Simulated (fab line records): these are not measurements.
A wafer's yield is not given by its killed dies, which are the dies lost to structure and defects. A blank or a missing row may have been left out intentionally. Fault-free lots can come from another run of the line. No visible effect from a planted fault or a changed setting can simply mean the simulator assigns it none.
fab line records	flow n5Finfet
record: lots: 11	wafers: 30	lastDay: 17
route steps=1938 shown ZERO_LAYER@15 WELL_APT@33 BEOL_M4@1111 PASSIVATION@1936
lots with no fault: from the same line, run without faults
startH: the number of hours between the record's first day and the start of the first shown wafer of the lot	waitH: hours elapsed since this lot's preceding step	" same as the row above	L1.1+2: one row covering several wafers at once	- value missing, or start not given	* or withheld: withheld	< > ~ a bound
route shown NAME@n: NAME is a module with steps in the file, n the number in the route of the first one	usual: average and standard deviation across the fault-free wafers	same: alike in all rows	chamber/n: place in a boat	sites: readings site by site	_std_site: standard deviation across them	_edge_site: mean of outer sites minus mean of inner sites	radiusMm: for every site, how far away it sits from the centre of the wafer	mask NAME#n: copy n	behind: the most recent tool/chamber to have shaped the wafer	hold: the reason the lot was held/the length of the hold in hours/how it ended	device: whichever transistor did not switch (one of n, p or np)	end of line: the same wafers' tests at the end of the route	for a step that has no rows: nothing shown but its recipe	killed: dies that structure and defects cost at the first sort, which is not the same as the wafer's yield	map: shows each die of a wafer: x if killed, . if not, _ if none is there
set.NAME: the run value of the setting; set.NAME@STEP: its run value at that earlier step	model.NAME: the simulator's own value behind a step, which no gauge read
route steps across a sampled set of lots; one table per step, one row per wafer
services: the hour from which a tool's chamber was out of use, counted from the record's first day as startH (under 0 if before that day), plus the number of hours and why
== steps ==
step: N5_ZERO_LAYER_ETCH_17
recipe: chemistry: CF4	target: SiO2	targetDepthA: 120	timeS: 13.3	ionEnergyEv: 350	pressureMtorr: 40	sourceW: 450	biasW: 215	Ar_flow_sccm: 100	cf4FlowSccm: 100
usual: biasW: 215.0/0.61	cf4FlowSccm: 99.99/0.3	drypumpMotorCurrentA: 5.7/0.5	oesProductAu: 0.81/0.083	rfVppV: 949/5.2	showerheadPlenumPTorr: 2.15/0.078	throttleValvePct: 15.52/0.2
lot.wafer	tool	chamber	startH	waitH	biasW	cf4FlowSccm	drypumpMotorCurrentA	oesProductAu	rfHoursCounterH	rfVppV	showerheadPlenumPTorr	throttleValvePct
L593.3	rieDiel-05	2	18.74	0.0	215.2	100.28	6.7	0.88	62	954	2.24	15.10
L593.5	"	0	"	"	214.9	100.19	5.6	0.83	-	940	2.01	15.51
L593.6	"	3	"	"	215.4	99.83	5.8	0.74	-	954	2.22	15.36
L594.2	rieDiel-01	3	24.73	0.0	214.9	99.64	5.3	0.75	154	942	2.06	15.58
L594.6	"	2	"	"	214.5	100.28	5.0	0.73	-	948	2.13	16.08
L597.3	rieDiel-05	3	43.03	0.0	215.0	99.82	5.8	0.74	174	953	2.22	15.39
L597.5	"	2	"	"	216.0	100.02	6.8	0.87	-	955	2.24	15.12
L597.6	"	1	"	"	214.3	99.82	6.1	0.90	-	955	2.27	15.35
L598.1	rieDiel-05	2	48.71	0.0	215.5	99.58	6.7	0.88	71	956	2.24	15.12
L598.4	"	1	"	"	215.3	100.08	6.1	0.90	25	957	2.27	15.34
L598.5	"	0	"	"	214.1	100.10	5.6	0.82	-	939	2.00	15.55
L599.4	rieDiel-05	0	54.84	0.0	213.9	100.49	5.6	0.82	86	940	2.00	15.54
L599.6	"	3	"	"	215.2	100.80	5.8	0.74	-	954	2.21	15.37
L601.4	rieDiel-03	3	66.84	0.0	215.3	100.49	5.4	0.74	194	954	2.21	15.63
L601.5	"	1	"	"	214.9	99.98	6.1	0.99	-	946	2.11	15.36
L601.6	"	0	"	"	215.1	100.38	5.9	0.75	-	950	2.15	15.69
L602.3	rieDiel-01	1	73.45	0.0	214.9	100.49	5.9	0.96	12	951	2.18	15.56
L602.4	"	3	"	"	214.5	99.91	5.3	0.73	171	943	2.06	15.62
L602.5	"	3	"	"	215.1	99.89	5.3	0.73	-	945	2.06	15.62
L604.1	rieDiel-03	3	84.78	0.0	215.8	99.95	5.4	0.72	202	954	2.21	15.65
L604.2	"	1	"	"	215.1	100.49	6.1	0.94	11	946	2.10	15.37
L604.4	"	0	"	"	215.1	99.51	5.9	0.74	135	950	2.15	15.70
L613.2	rieDiel-05	1	138.84	0.0	214.1	99.91	6.1	0.85	47	956	2.26	15.38
L613.4	"	0	"	"	215.5	99.74	5.6	0.79	107	938	2.00	15.59
L614.2	rieDiel-03	2	144.72	0.0	214.8	99.62	5.0	0.77	147	944	2.07	15.70
L614.3	"	1	"	"	215.2	100.05	6.1	0.91	30	947	2.10	15.43
L614.4	"	3	"	"	215.5	100.07	5.4	0.71	221	951	2.20	15.69
L615.2	rieDiel-03	3	150.80	0.0	216.1	99.72	5.4	0.72	223	954	2.20	15.70
L615.3	"	2	"	"	214.4	100.51	5.0	0.77	149	943	2.07	15.70
L615.6	"	1	"	"	214.9	100.39	6.1	0.91	-	947	2.10	15.41
step: N5_ZERO_LAYER_INSPECT_20
recipe: inspectInstrument: darkfield	mode: postClean
usual: rawDefectCount: 33/15
lot.wafer	tool	chamber	startH	waitH	rawDefectCount
L593.3	defectInspect-01	-	19.30	0.0	65
L593.5	"	-	"	"	30
L593.6	"	-	"	"	57
L594.2	defectInspect-01	-	25.27	0.0	12
L594.6	"	-	"	"	36
L597.3	defectInspect-01	-	43.57	0.0	39
L597.5	"	-	"	"	29
L597.6	"	-	"	"	20
L598.1	defectInspect-01	-	49.25	0.0	37
L598.4	"	-	"	"	34
L598.5	"	-	"	"	52
L599.4	defectInspect-02	-	55.38	0.0	31
L599.6	"	-	"	"	29
L601.4	defectInspect-01	-	67.38	0.0	17
L601.5	"	-	"	"	20
L601.6	"	-	"	"	23
L602.3	defectInspect-01	-	74.00	0.0	31
L602.4	"	-	"	"	51
L602.5	"	-	"	"	27
L604.1	defectInspect-02	-	85.32	0.0	28
L604.2	"	-	"	"	14
L604.4	"	-	"	"	24
L613.2	defectInspect-02	-	139.38	0.0	18
L613.4	"	-	"	"	33
L614.2	defectInspect-01	-	145.27	0.0	35
L614.3	"	-	"	"	17
L614.4	"	-	"	"	10
L615.2	defectInspect-02	-	151.33	0.0	25
L615.3	"	-	"	"	41
L615.6	"	-	"	"	30
step: N5_WELL_APT_IMPLANT_15
recipe: species: As	energyKev: 25	doseCm2: 1.5e+13	tiltDeg: 0	rotationDeg: 0
usual: beamEnergyKeV: 24.998/0.0086	tiltDeg: 0.002/0.02
lot.wafer	tool	chamber	startH	waitH	beamEnergyKeV	tiltDeg
L593.3	implanter-02	0	20.09	0.1	24.996	0
L593.5	"	0	"	"	24.998	-0.029
L593.6	"	0	"	"	25.001	-0.002
L594.2	implanter-01	0	26.08	0.1	24.992	0.032
L594.6	"	0	"	"	24.995	0.040
L597.3	implanter-01	0	44.30	0.1	25.012	0.011
L597.5	"	0	"	"	25.004	-0.009
L597.6	"	0	"	"	24.995	0.004
L598.1	implanter-01	0	49.92	0.1	24.987	-0.018
L598.4	"	0	"	"	24.994	-0.010
L598.5	"	0	"	"	25.010	-0.049
L599.4	implanter-01	0	56.83	0.1	25.009	0.024
L599.6	"	0	"	"	25.004	0.008
L601.4	implanter-02	0	68.14	0.1	24.991	0.012
L601.5	"	0	"	"	25.010	-0.004
L601.6	"	0	"	"	24.999	0.021
L602.3	implanter-02	0	74.73	0.1	29.750	-0.012
L602.4	"	0	"	"	29.751	-0.003
L602.5	"	0	"	"	29.759	-0.019
L604.1	implanter-02	0	86.30	0.1	29.784	0.033
L604.2	"	0	"	"	29.777	0.005
L604.4	"	0	"	"	29.780	0.009
L613.2	implanter-01	0	140.54	0.1	25.007	0.022
L613.4	"	0	"	"	25.003	-0.001
L614.2	implanter-01	0	146.09	0.1	24.990	0.037
L614.3	"	0	"	"	25.004	0.000
L614.4	"	0	"	"	24.991	0.031
L615.2	implanter-02	0	152.04	0.1	25.001	0.006
L615.3	"	0	"	"	24.995	-0.018
L615.6	"	0	"	"	25.003	-0.014
step: N5_WELL_APT_OVL_MEAS_26
recipe: pointsPerWafer: 44
usual: PWELL_OVL: -2/4.3
lot.wafer	tool	chamber	startH	waitH	PWELL_OVL[nm]
L593.3	overlay-02	0	20.81	0.0	-2
L593.5	"	0	"	"	1
L593.6	"	0	"	"	-5
L594.2	overlay-02	0	26.84	0.0	-10
L594.6	"	0	"	"	-8
L597.3	overlay-01	0	45.02	0.0	3
L597.5	"	0	"	"	-2
L597.6	"	0	"	"	2
L598.1	overlay-02	0	50.83	0.0	-1
L598.4	"	0	"	"	-6
L598.5	"	0	"	"	-1
L599.4	overlay-02	0	57.65	0.0	-4
L599.6	"	0	"	"	-4
L601.4	overlay-01	0	69.00	0.0	-5
L601.5	"	0	"	"	0
L601.6	"	0	"	"	-2
L602.3	overlay-02	0	75.45	0.0	1
L602.4	"	0	"	"	3
L602.5	"	0	"	"	-3
L604.1	overlay-01	0	87.08	0.0	0
L604.2	"	0	"	"	-1
L604.4	"	0	"	"	1
L613.2	overlay-01	0	141.30	0.0	-5
L613.4	"	0	"	"	1
L614.2	overlay-02	0	146.97	0.0	-3
L614.3	"	0	"	"	-2
L614.4	"	0	"	"	3
L615.2	overlay-02	0	152.92	0.0	-5
L615.3	"	0	"	"	-5
L615.6	"	0	"	"	-2
step: N5_BEOL_M4_RC_MEAS_101
usual: DIBL_N: 36.3/1.6	DIBL_P: 36.2/2.1	IOFF_N: 0.16/0.031	IOFF_P: 0.21/0.034	ION_N: 673/11	ION_P: 461/7.4	SS_N: 71.6/0.55	SS_P: 73.3/0.66	VT_N: 251/3.2	VT_P: -251/3.5
lot.wafer	tool	chamber	startH	waitH	DIBL_N[mV/V]	DIBL_P[mV/V]	IOFF_N[nA/um]	IOFF_P[nA/um]	ION_N[uA/um]	ION_P[uA/um]	SS_N[mV/dec]	SS_P[mV/dec]	VT_N[mV]	VT_P[mV]
L593.3	prober-02	0	159.98	0.3	36.3	36.0	0.14	0.21	683	471	71.0	73.8	254	-254
L593.5	"	0	"	"	36.8	36.5	0.14	0.21	665	462	71.5	73.4	253	-253
L593.6	"	0	"	"	38.4	37.9	0.17	0.25	676	464	71.2	74.0	250	-251
L594.2	prober-02	0	163.25	0.2	33.4	33.4	0.12	0.15	664	452	70.8	72.9	258	-254
L594.6	"	0	"	"	35.0	36.1	0.15	0.20	661	453	71.6	73.3	249	-251
L597.3	prober-01	0	188.45	0.3	34.0	34.1	0.12	0.20	665	465	70.5	73.1	253	-249
L597.5	"	0	"	"	35.5	35.7	0.15	0.21	666	461	70.8	73.2	251	-247
L597.6	"	0	"	"	32.7	32.4	0.11	0.18	669	468	70.6	72.9	256	-252
L598.1	prober-01	0	192.87	0.0	39.4	39.1	0.25	0.27	681	460	72.0	74.2	244	-247
L598.4	"	0	"	"	39.9	40.1	0.24	0.28	683	461	72.9	74.2	245	-247
L598.5	"	0	"	"	40.0	39.6	0.26	0.28	683	464	72.5	73.5	246	-248
L599.4	prober-01	0	205.19	0.5	34.9	34.1	0.12	0.17	655	452	70.8	72.7	253	-255
L599.6	"	0	"	"	36.1	35.5	0.14	0.18	669	454	71.9	72.6	255	-254
L601.4	prober-02	0	206.67	0.5	34.8	35.7	0.14	0.18	652	452	70.9	72.8	247	-252
L601.5	"	0	"	"	36.3	37.0	0.16	0.19	679	461	71.2	73.4	250	-254
L601.6	"	0	"	"	37.1	38.3	0.18	0.22	665	455	71.7	74.2	246	-250
L602.3	prober-01	0	211.20	0.3	34.6	34.2	0.14	0.17	675	458	71.9	73.2	252	-255
L602.4	"	0	"	"	36.0	36.8	0.18	0.21	683	469	71.6	73.8	249	-251
L602.5	"	0	"	"	35.9	36.5	0.17	0.20	694	470	72.3	74.3	249	-252
L604.1	prober-02	0	229.28	0.0	34.2	36.2	0.13	0.19	672	467	70.9	72.8	253	-252
L604.2	"	0	"	"	36.8	39.4	0.18	0.24	669	461	72.6	73.6	246	-248
L604.4	"	0	"	"	36.3	38.6	0.17	0.24	689	475	71.2	74.1	247	-247
L613.2	prober-01	0	281.13	0.2	36.8	35.2	0.15	0.19	667	454	71.3	73.0	253	-254
L613.4	"	0	"	"	38.1	37.4	0.17	0.21	689	464	71.6	74.0	246	-253
L614.2	prober-01	0	295.65	0.2	34.2	32.7	0.10	0.14	656	455	70.4	71.8	257	-254
L614.3	"	0	"	"	37.2	37.0	0.15	0.19	667	456	71.2	72.6	251	-253
L614.4	"	0	"	"	36.9	36.4	0.14	0.19	666	463	71.6	72.9	252	-255
L615.2	prober-01	0	298.01	0.2	37.9	38.5	0.19	0.23	687	466	71.7	74.6	248	-249
L615.3	"	0	"	"	39.1	41.1	0.23	0.28	697	472	73.3	74.0	245	-248
L615.6	"	0	"	"	39.1	41.7	0.25	0.29	708	478	72.5	74.3	243	-248
step: N5_PASSIVATION_PROBE_49
usual: defectLimitedYield: 91.5/1.5	killed_at_M0_to_M3: 32/9.4	killed_at_M4_up: 12/5.1	killedAtContacts: 11/7.4	killedAtFrontEnd: 41/11	killedAtOther: 3.4/2.5	killedDies: 100/17	killedOnRim: 13/4.4	killedOpen: 65/14	killedShort: 33/7	sort_bin_4_leakage: 0.00/0.01	sort_bin_5_function: 4.9/0.96	sort_bin_6_memory: 3.1/0.7	sortNPass: 1080/17	sortYieldPct: 91.5/1.5
same: grossDies: 1180	killedAtBackSide: 0	sort_bin_8_speed[%]: 0
lot.wafer	tool	chamber	startH	waitH	defectLimitedYield[%]	killed_at_M0_to_M3	killed_at_M4_up	killedAtContacts	killedAtFrontEnd	killedAtOther	killedDies	killedOnRim	killedOpen	killedShort	sort_bin_4_leakage[%]	sort_bin_5_function[%]	sort_bin_6_memory[%]	sortNPass	sortYieldPct[%]
L594.2	prober-01	-	255.74	0.1	93.4	26	13	9	27	3	78	6	48	28	0	3.6	2.8	1102	93.4
L594.6	prober-01	-	255.94	0.3	92.1	35	6	10	37	5	93	12	64	29	0	4.7	3.0	1087	92.1
L593.3	prober-02	-	264.57	0.1	91.5	27	12	17	37	7	100	11	65	35	0	4.5	3.7	1080	91.5
L593.5	prober-02	-	264.67	0.2	92.5	15	10	8	50	6	89	12	58	31	0	4.6	2.9	1091	92.5
L593.6	prober-02	-	264.72	0.3	92.5	25	9	4	45	6	89	17	54	26	0	4.2	2.4	1091	92.5
L598.1	prober-02	-	279.62	0.0	92.6	23	20	16	25	3	87	10	56	30	0	4.3	2.5	1093	92.6
L598.4	prober-02	-	279.77	0.2	91.6	39	15	15	30	0	99	8	75	24	0	5.2	3.1	1081	91.6
L598.5	prober-02	-	279.82	0.2	90.2	24	14	19	54	5	116	15	73	43	0.08	5.5	3.6	1063	90.1
L597.3	prober-01	-	285.71	0.1	88.2	27	12	42	54	4	139	25	102	37	0	7.2	3.9	1041	88.2
L597.5	prober-01	-	285.81	0.2	90.5	33	17	21	33	8	112	14	91	20	0	5.5	3.7	1068	90.5
L597.6	prober-01	-	285.86	0.3	89.2	38	17	34	31	7	127	14	83	44	0	5.8	4.5	1053	89.2
L599.4	prober-02	-	297.76	0.2	89.3	35	25	13	46	7	126	14	81	45	0	7.4	3.1	1054	89.3
L599.6	prober-02	-	297.86	0.3	92.0	25	12	8	44	5	94	14	62	24	0	4.2	3.0	1086	92.0
L601.4	prober-02	-	300.84	0.2	91.9	29	10	10	43	4	96	14	62	31	0	4.9	2.8	1084	91.9
L601.5	prober-02	-	300.89	0.2	92.5	19	10	12	45	3	89	16	50	38	0	4.5	2.6	1091	92.5
L601.6	prober-02	-	300.94	0.3	93.3	23	4	6	42	4	79	9	49	30	0	3.9	2.4	1101	93.3
L602.3	prober-02	-	305.21	0.1	88.7	40	15	6	71	1	133	28	99	34	0	7.1	3.6	1047	88.7
L602.4	prober-02	-	305.26	0.2	90.3	49	23	11	29	2	114	20	74	40	0	6.6	2.9	1066	90.3
L602.5	prober-02	-	305.31	0.2	89.3	46	7	4	69	0	126	22	89	33	0	5.8	4.2	1054	89.3
L604.1	prober-01	-	327.45	0.0	91.5	21	20	8	45	6	100	8	61	38	0	5.5	2.5	1080	91.5
L604.2	prober-01	-	327.50	0.1	91.4	36	8	5	48	4	101	6	64	35	0	4.7	3.2	1079	91.4
L604.4	prober-01	-	327.60	0.2	92.4	22	9	16	41	2	90	12	62	28	0	4.8	2.5	1090	92.4
L613.2	prober-01	-	385.22	0.1	91.1	37	12	6	45	5	105	15	68	35	0	5.2	3.6	1075	91.1
L613.4	prober-01	-	385.32	0.2	91.9	32	17	6	35	6	96	16	54	39	0	4.8	2.6	1084	91.9
L614.2	prober-02	-	388.78	0.1	92.4	30	16	3	35	6	90	8	70	19	0	5.1	2.5	1090	92.4
L614.3	prober-02	-	388.83	0.1	91.3	44	8	16	31	4	103	14	77	26	0	5.3	3.1	1077	91.3
L614.4	prober-02	-	388.88	0.2	91.7	31	11	7	42	7	98	15	64	26	0	4.9	2.5	1082	91.7
L615.2	prober-02	-	401.10	0.1	93.4	19	11	1	45	2	78	8	46	32	0	3.9	2.4	1102	93.4
L615.3	prober-02	-	401.15	0.1	92.3	36	14	8	33	0	91	7	62	29	0	4.9	2.5	1089	92.3
L615.6	prober-02	-	401.30	0.3	93.1	39	13	4	23	2	81	15	53	27	0	4.2	2.3	1099	93.1
killed by level:class
L594.2 BEOL_M2:geometricParticle:open=8 DUMMY_GATE:geometricParticle:open=5 MOL_CONTACT_COAG:geometricParticle:open=5 BEOL_M1:geometricParticle:open=5 STI_FIN_REVEAL:geometricParticle:open=4 MOL_CONTACT_COAG:geometricParticle:short=4 BEOL_M4:geometricParticle:open=4 FIN_SAQP:geometricParticle:short=3
L594.6 BEOL_M2:geometricParticle:open=15 MOL_CONTACT_COAG:geometricParticle:open=9 DUMMY_GATE:geometricParticle:open=7 BEOL_M0_SAQP:geometricParticle:short=7 BEOL_M1:geometricParticle:open=7 ILD0:geometricParticle:short=6 STARTING-WAFER:geometricParticle:open=6 STI_FIN_REVEAL:geometricParticle:open=4
L593.3 MOL_CONTACT_COAG:geometricParticle:open=17 FIN_SAQP:geometricParticle:short=10 BEOL_M2:geometricParticle:open=10 STI_FIN_REVEAL:geometricParticle:open=8 BEOL_M0_SAQP:geometricParticle:short=8 STARTING-WAFER:geometricParticle:open=5 GATE_CUT:geometricParticle:short=4 BEOL_M0_SAQP:geometricParticle:open=4
L593.5 FIN_SAQP:geometricParticle:short=14 DUMMY_GATE:geometricParticle:open=9 BEOL_M2:geometricParticle:open=9 MOL_CONTACT_COAG:geometricParticle:open=7 FIN_SAQP:geometricParticle:open=6 STI_FIN_REVEAL:geometricParticle:open=4 GATE_CUT:geometricParticle:open=4 GATE_CUT:geometricParticle:short=4
L593.6 BEOL_M2:geometricParticle:open=10 HKMG_FIN:areaEtch=9 BEOL_M3:geometricParticle:open=7 FIN_SAQP:geometricParticle:open=6 STI_FIN_REVEAL:geometricParticle:open=6 GATE_CUT:geometricParticle:short=6 FIN_SAQP:geometricParticle:short=5 STARTING-WAFER:geometricParticle:open=5
L598.1 MOL_CONTACT_COAG:geometricParticle:open=13 STI_FIN_REVEAL:geometricParticle:open=6 BEOL_M4:geometricParticle:open=6 GATE_CUT:geometricParticle:short=5 BEOL_M3:geometricParticle:open=4 FIN_SAQP:geometricParticle:short=3 GATE_CUT:geometricParticle:open=3 MOL_CONTACT_COAG:geometricParticle:short=3
L598.4 MOL_CONTACT_COAG:geometricParticle:open=14 BEOL_M1:geometricParticle:open=13 BEOL_M4:geometricParticle:open=11 STI_FIN_REVEAL:geometricParticle:open=9 BEOL_M3:geometricParticle:open=8 FIN_SAQP:geometricParticle:short=5 BEOL_M0_SAQP:geometricParticle:open=5 BEOL_M1:geometricParticle:short=4
L598.5 MOL_CONTACT_COAG:geometricParticle:open=16 FIN_SAQP:geometricParticle:short=12 FIN_SAQP:geometricParticle:open=10 GATE_CUT:geometricParticle:short=9 BEOL_M2:geometricParticle:open=7 GATE_CUT:geometricParticle:open=6 STI_FIN_REVEAL:geometricParticle:open=5 BEOL_M4:geometricParticle:open=5
L597.3 MOL_CONTACT_COAG:geometricParticle:open=31 STI_FIN_REVEAL:geometricParticle:open=13 MOL_CONTACT_COAG:geometricParticle:short=11 DUMMY_GATE:geometricParticle:open=9 GATE_CUT:geometricParticle:short=7 FIN_SAQP:geometricParticle:open=6 BEOL_M3:geometricParticle:open=6 GATE_CUT:geometricParticle:open=5
L597.5 MOL_CONTACT_COAG:geometricParticle:open=21 STI_FIN_REVEAL:geometricParticle:open=17 BEOL_M3:geometricParticle:open=11 BEOL_M4:geometricParticle:open=10 BEOL_M0_SAQP:geometricParticle:short=6 BEOL_M0_SAQP:geometricParticle:open=6 BEOL_M2:geometricParticle:open=6 BEOL_M4:geometricParticle:short=4
L597.6 MOL_CONTACT_COAG:geometricParticle:open=21 MOL_CONTACT_COAG:geometricParticle:short=13 BEOL_M0_SAQP:geometricParticle:short=12 BEOL_M2:geometricParticle:open=11 BEOL_M0_SAQP:geometricParticle:open=8 STI_FIN_REVEAL:geometricParticle:open=7 BEOL_M4:geometricParticle:open=6 STARTING-WAFER:geometricParticle:short=6
L599.4 FIN_SAQP:geometricParticle:short=13 STI_FIN_REVEAL:geometricParticle:open=13 BEOL_M4:geometricParticle:open=13 MOL_CONTACT_COAG:geometricParticle:open=10 BEOL_M0_SAQP:geometricParticle:short=8 BEOL_M3:geometricParticle:open=7 BEOL_M1:geometricParticle:open=6 FIN_SAQP:geometricParticle:open=5
L599.6 BEOL_M3:geometricParticle:open=13 MOL_CONTACT_COAG:geometricParticle:open=8 FIN_SAQP:geometricParticle:short=5 FIN_SAQP:geometricParticle:open=5 HKMG_FIN:areaEtch=5 SPACER0:geometricParticle:short=4 BEOL_M4:geometricParticle:open=4 STI_FIN_REVEAL:geometricParticle:open=3
L601.4 BEOL_M0_SAQP:geometricParticle:open=10 ILD0:geometricParticle:open=9 BEOL_M0_SAQP:geometricParticle:short=9 MOL_CONTACT_COAG:geometricParticle:open=8 DUMMY_GATE:geometricParticle:open=7 ILD0:geometricParticle:short=6 STARTING-WAFER:geometricParticle:open=5 STI_FIN_REVEAL:geometricParticle:short=3
L601.5 DUMMY_GATE:geometricParticle:open=10 MOL_CONTACT_COAG:geometricParticle:open=10 FIN_SAQP:geometricParticle:short=8 FIN_SAQP:geometricParticle:open=6 BEOL_M0_SAQP:geometricParticle:open=6 BEOL_M0_SAQP:geometricParticle:short=6 ILD0:geometricParticle:short=4 GATE_CUT:geometricParticle:short=3
L601.6 FIN_SAQP:geometricParticle:open=8 DUMMY_GATE:geometricParticle:open=8 GATE_CUT:geometricParticle:short=7 MOL_CONTACT_COAG:geometricParticle:open=5 BEOL_M1:geometricParticle:open=5 STI_FIN_REVEAL:geometricParticle:open=4 BEOL_M0_SAQP:geometricParticle:short=4 BEOL_M0_SAQP:geometricParticle:open=4
L602.3 FIN_SAQP:geometricParticle:open=24 BEOL_M1:geometricParticle:open=12 STI_FIN_REVEAL:geometricParticle:open=11 BEOL_M2:geometricParticle:open=9 FIN_SAQP:geometricParticle:short=7 STI_FIN_REVEAL:geometricParticle:short=7 BEOL_M0_SAQP:geometricParticle:open=7 GATE_CUT:geometricParticle:open=6
L602.4 BEOL_M0_SAQP:geometricParticle:open=14 BEOL_M0_SAQP:geometricParticle:short=13 BEOL_M4:geometricParticle:open=13 BEOL_M2:geometricParticle:open=10 FIN_SAQP:geometricParticle:open=9 MOL_CONTACT_COAG:geometricParticle:open=7 STI_FIN_REVEAL:geometricParticle:open=5 BEOL_M5:geometricParticle:open=5
L602.5 BEOL_M2:geometricParticle:open=22 FIN_SAQP:geometricParticle:open=20 FIN_SAQP:geometricParticle:short=14 BEOL_M0_SAQP:geometricParticle:open=8 BEOL_M1:geometricParticle:open=7 GATE_CUT:geometricParticle:short=7 STI_FIN_REVEAL:geometricParticle:open=6 DUMMY_GATE:geometricParticle:open=5
L604.1 FIN_SAQP:geometricParticle:open=10 STI_FIN_REVEAL:geometricParticle:open=10 FIN_SAQP:geometricParticle:short=9 BEOL_M4:geometricParticle:open=8 MOL_CONTACT_COAG:geometricParticle:open=6 BEOL_M0_SAQP:geometricParticle:open=4 BEOL_M3:geometricParticle:open=4 BEOL_M4:geometricParticle:short=4
L604.2 FIN_SAQP:geometricParticle:open=12 STI_FIN_REVEAL:geometricParticle:open=11 FIN_SAQP:geometricParticle:short=9 BEOL_M2:geometricParticle:open=9 BEOL_M3:geometricParticle:open=6 BEOL_M0_SAQP:geometricParticle:short=5 GATE_CUT:geometricParticle:short=4 DUMMY_GATE:geometricParticle:open=3
L604.4 MOL_CONTACT_COAG:geometricParticle:open=12 STI_FIN_REVEAL:geometricParticle:open=11 FIN_SAQP:geometricParticle:open=7 BEOL_M0_SAQP:geometricParticle:open=6 DUMMY_GATE:geometricParticle:open=5 FIN_SAQP:geometricParticle:short=4 ILD0:geometricParticle:short=4 MOL_CONTACT_COAG:geometricParticle:short=4
L613.2 FIN_SAQP:geometricParticle:open=9 BEOL_M3:geometricParticle:open=9 BEOL_M0_SAQP:geometricParticle:short=9 STI_FIN_REVEAL:geometricParticle:open=7 FIN_SAQP:geometricParticle:short=5 MOL_CONTACT_COAG:geometricParticle:open=5 BEOL_M1:geometricParticle:open=5 STARTING-WAFER:geometricParticle:short=5
L613.4 FIN_SAQP:geometricParticle:short=10 FIN_SAQP:geometricParticle:open=8 BEOL_M0_SAQP:geometricParticle:short=8 BEOL_M3:geometricParticle:open=7 BEOL_M2:geometricParticle:open=6 BEOL_M1:geometricParticle:open=5 GATE_CUT:geometricParticle:short=4 MOL_CONTACT_COAG:geometricParticle:open=4
L614.2 STI_FIN_REVEAL:geometricParticle:open=8 BEOL_M1:geometricParticle:open=8 BEOL_M3:geometricParticle:open=6 BEOL_M4:geometricParticle:open=6 DUMMY_GATE:geometricParticle:open=5 BEOL_M0_SAQP:geometricParticle:open=5 STARTING-WAFER:geometricParticle:open=5 FIN_SAQP:geometricParticle:open=4
L614.3 MOL_CONTACT_COAG:geometricParticle:open=15 BEOL_M0_SAQP:geometricParticle:short=10 BEOL_M3:geometricParticle:open=10 GATE_CUT:geometricParticle:open=7 GATE_CUT:geometricParticle:short=7 BEOL_M1:geometricParticle:open=7 FIN_SAQP:geometricParticle:open=6 BEOL_M0_SAQP:geometricParticle:open=6
L614.4 BEOL_M2:geometricParticle:open=13 STI_FIN_REVEAL:geometricParticle:open=10 BEOL_M3:geometricParticle:open=7 GATE_CUT:geometricParticle:short=6 MOL_CONTACT_COAG:geometricParticle:open=6 BEOL_M0_SAQP:geometricParticle:open=6 BEOL_M4:geometricParticle:open=6 HKMG_FIN:areaEtch=6
L615.2 FIN_SAQP:geometricParticle:short=17 FIN_SAQP:geometricParticle:open=14 BEOL_M0_SAQP:geometricParticle:short=5 BEOL_M0_SAQP:geometricParticle:open=4 BEOL_M1:geometricParticle:open=4 BEOL_M3:geometricParticle:open=4 STI_FIN_REVEAL:geometricParticle:short=3 BEOL_M4:geometricParticle:open=3
L615.3 BEOL_M0_SAQP:geometricParticle:open=12 FIN_SAQP:geometricParticle:short=8 BEOL_M4:geometricParticle:open=8 FIN_SAQP:geometricParticle:open=6 DUMMY_GATE:geometricParticle:open=6 MOL_CONTACT_COAG:geometricParticle:open=5 BEOL_M0_SAQP:geometricParticle:short=5 BEOL_M1:geometricParticle:short=5
L615.6 BEOL_M0_SAQP:geometricParticle:open=10 BEOL_M3:geometricParticle:open=8 DUMMY_GATE:geometricParticle:open=7 BEOL_M1:geometricParticle:open=6 BEOL_M1:geometricParticle:short=5 BEOL_M4:geometricParticle:open=5 MOL_CONTACT_COAG:geometricParticle:open=4 GATE_CUT:geometricParticle:short=4
== services ==
tool	chamber	startH	hours	kind
implanter-02	-	7.00	1.3	repair
implanter-01	-	17.77	3.6	repair
rieDiel-01	1	22.07	-	clean
rieDiel-01	1	22.07	-	consumableReplace:focusRing
rieDiel-05	-	28.85	1.1	repair
rieDiel-03	1	31.45	-	clean
rieDiel-03	1	31.45	-	consumableReplace:focusRing
rieDiel-03	1	31.45	24.2	scheduledDown
rieDiel-03	1	31.45	24.2	ventCycle
rieDiel-05	-	70.80	14.6	pm
implanter-02	-	79.28	4.5	repair
rieDiel-01	-	105.87	0.6	repair
rieDiel-01	1	140.00	12.9	repair
implanter-02	-	142.30	4.8	pm
== key ==
firstSign: step: N5_WELL_APT_IMPLANT_15	reading: beamEnergyKeV	direction: up	sigmas: 99+	usual: 24.998	struck: 29.767
effect none on later readings
metAt N5_WELL_APT_IMPLANT_15
struckLots L602,L604
notActingAt N5_ZERO_LAYER_ETCH_17,N5_ZERO_LAYER_INSPECT_20,N5_WELL_APT_OVL_MEAS_26
onsetBetween 68.14 74.73
fault: kind: processParameterDrift	tool: implanter-02	chamber: -	onsetH: 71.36	steps: N5_WELL_APT_IMPLANT_15	channel: energyKev	offset: 4.7659	shape: step	endH: 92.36	actsIn: theseRecipesOnly	stated: 25
